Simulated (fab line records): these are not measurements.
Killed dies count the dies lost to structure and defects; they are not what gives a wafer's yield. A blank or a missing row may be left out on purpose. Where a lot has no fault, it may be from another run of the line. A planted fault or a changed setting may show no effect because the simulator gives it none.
2 desks looking at one fault	flow n5_finfet	each desk has only its own numbers; what lay behind them comes last

== FOR THE TOOL OWNER'S DESK: rie_diel-06 ==
The tool's own readings at N5_BEOL_M3_TRENCH_ETCH_37 (etches SiOC in C4F6/O2, target depth 55.555 nm, time 29.2 s): means of the sampled wafers that have a number, for each lot that ran on this tool. A lot is out of limits, marked OUT, if its mean lies more than 4 standard deviations from the usual mean; the brackets give that distance.
Columns: A = O2_flow_sccm at N5_BEOL_M3_TRENCH_ETCH_37, usual 10.00 sccm; B = drypump_motor_current_A at N5_BEOL_M3_TRENCH_ETCH_37, usual 5.6 A; C = oes_product_au at N5_BEOL_M3_TRENCH_ETCH_37, usual 0.78 a.u.; D = rf_vpp_V at N5_BEOL_M3_TRENCH_ETCH_37, usual 665 V; E = showerhead_plenum_p_Torr at N5_BEOL_M3_TRENCH_ETCH_37, usual 2.85 Torr; F = throttle_valve_pct at N5_BEOL_M3_TRENCH_ETCH_37, usual 20.87 %
lot	first seen here	A	B	C	D	E	F
L302	day 8 16:25	10.02	5.5	0.74	671	2.88	21.03
L310	day 11 21:52	10.01	5.7	0.72	664	2.95	21.03
L312	day 12 06:43	10.00	5.9	0.68	667	2.91	20.97
This desk found nothing out of limits on any of the 3 lots.

== FROM THE METROLOGY DESK ==
Lot by lot, what the gauges showed, no matter which tool ran the lot: averages of those sampled wafers that carry a number. A lot is out of limits, marked OUT, if its mean lies more than 4 standard deviations from the usual mean; the brackets give that distance. It has 11 readings; the 7 that lie furthest out on some lot are the ones shown.
Columns: A = trench_depth_nm at N5_BEOL_M3_OCD_MEAS_38, usual 55.3 nm; B = DIBL_N at N5_BEOL_M4_RC_MEAS_101, usual 36.5 mV/V; C = IOFF_N at N5_BEOL_M4_RC_MEAS_101, usual 0.17 nA/um; D = ION_P at N5_BEOL_M4_RC_MEAS_101, usual 462 uA/um; E = SS_P at N5_BEOL_M4_RC_MEAS_101, usual 73.4 mV/dec; F = VT_N at N5_BEOL_M4_RC_MEAS_101, usual 249 mV; G = VT_P at N5_BEOL_M4_RC_MEAS_101, usual -251 mV
lot	first seen here	A	B	C	D	E	F	G
L298	day 8 06:47	54.6	39.4	0.22	463	73.8	246	-252
L302	day 8 16:34	54.4	37.7	0.17	457	73.5	250	-252
L303	day 8 20:47	55.3	34.8	0.15	466	72.9	249	-250
L305	day 10 20:22	56.8	37.4	0.17	465	73.6	249	-253
L310	day 11 22:01	54.3	37.5	0.20	462	74.4	248	-249
L309	day 12 03:11	54.7	37.8	0.17	450	73.3	251	-255
L311	day 12 06:49	55.8	35.4	0.13	461	73.0	254	-252
L312	day 12 06:52	51.5	37.4	0.16	461	73.6	250	-251
L315	day 12 11:01	55.8	35.8	0.17	465	73.1	249	-253
This desk found nothing out of limits on any of the 9 lots.

== TAKEN TOGETHER ==
The desk of the tool owner found nothing out of limits.
At the metrology desk, nothing out of limits was observed.

== WHAT THE SIMULATOR PUT IN ==
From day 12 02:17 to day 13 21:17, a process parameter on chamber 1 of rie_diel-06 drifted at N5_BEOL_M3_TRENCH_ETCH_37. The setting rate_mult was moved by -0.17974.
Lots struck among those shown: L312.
